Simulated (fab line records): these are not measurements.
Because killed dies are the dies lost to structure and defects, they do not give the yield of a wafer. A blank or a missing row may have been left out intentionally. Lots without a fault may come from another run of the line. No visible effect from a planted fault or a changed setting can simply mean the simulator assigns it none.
The same fault as seen by 2 desks -- flow nandHarc -- each desk holds nothing but its own numbers, with what lay behind them at the end

AT THE TOOL OWNER'S DESK: rieDiel-03
The tool's own readings at NHARC_P_M2_ETCH_35 (etches the open film in N2/H2, target depth 40 nm, overetch 12 nm, time 43.94 s): means of the sampled wafers that have a number, for each lot that ran on this tool. The brackets show how far a lot's mean lies from the usual mean; more than 4 standard deviations puts the lot out of limits, marked OUT.
Columns: A = drypumpMotorCurrentA at NHARC_P_M2_ETCH_35, usual 5.6 A; B = oesProductAu at NHARC_P_M2_ETCH_35, usual 1.000 a.u.; C = rfVppV at NHARC_P_M2_ETCH_35, usual 431.9 V; D = runLengthS at NHARC_P_M2_ETCH_35, usual 65.3 s; E = showerheadPlenumPTorr at NHARC_P_M2_ETCH_35, usual 2.09 Torr; F = throttleValvePct at NHARC_P_M2_ETCH_35, usual 14.171 %
lot,first seen here,A,B,C,D,E,F
L554,day 6 07:59,5.1,0.998,431.6,65.3,2.10,14.170
L561,day 8 05:26,5.6,0.999,432.0,65.3,2.10,14.170
L562,day 8 09:01,5.4,0.997,431.5,65.3,2.09,14.178
L566,day 9 05:56,6.0,1.004,434.0,65.1,2.15,14.181
L565,day 9 12:47,5.1,1.012,432.7,65.1,2.14,14.173
L568,day 9 21:46,5.5,1.006,433.9,61.4 (-11) OUT,2.14,14.175
L569,day 10 09:31,5.5,1.002,431.6,61.4 (-11) OUT,2.09,14.166
L570,day 10 13:32,5.1,0.997,431.4,61.3 (-11) OUT,2.08,14.159
This desk finds L568, L569, L570 out of limits, L568 being first, at day 9 21:46 (runLengthS at NHARC_P_M2_ETCH_35). In limits: L554, L561, L562, L566, L565.

THE METROLOGY DESK
Means of the sampled wafers that have a number, per lot and without regard to the tool the lot ran on: this is what the gauges read. The brackets show how far a lot's mean lies from the usual mean; more than 4 standard deviations puts the lot out of limits, marked OUT.
Columns: A = thkNm at NHARC_P_M1_THK_MEAS_24, usual 157.3 nm
lot,first seen here,A
L554,day 6 06:10,157.5
L553,day 6 06:39,156.9
L556,day 6 17:23,158.1
L558,day 7 09:17,155.6
L559,day 7 15:13,158.3
L561,day 8 03:20,156.5
L562,day 8 07:03,158.8
L566,day 9 04:06,157.6
L565,day 9 11:05,158.0
L568,day 9 19:55,156.8
L569,day 10 07:49,156.6
L570,day 10 11:40,158.0
Finding of this desk: none of the 12 lots has anything out of limits.

BROUGHT TOGETHER
The tool owner's desk could have raised an alarm at day 9 21:46, on L568, L569, L570.
Nothing out of limits was seen by the metrology desk.
The metrology desk has L568, L569, L570 on record, within its limits.
On rieDiel-03, each named lot ran NHARC_P_M2_ETCH_35.

WHAT HAD BEEN PUT IN BY THE SIMULATOR
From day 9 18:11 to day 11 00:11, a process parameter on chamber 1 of rieDiel-03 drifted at NHARC_P_M2_ETCH_35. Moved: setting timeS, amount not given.
Lots struck among those shown: L568, L569, L570.
Each desk's first reading out of limits, in hours after the fault started: the tool owner's desk, 4.
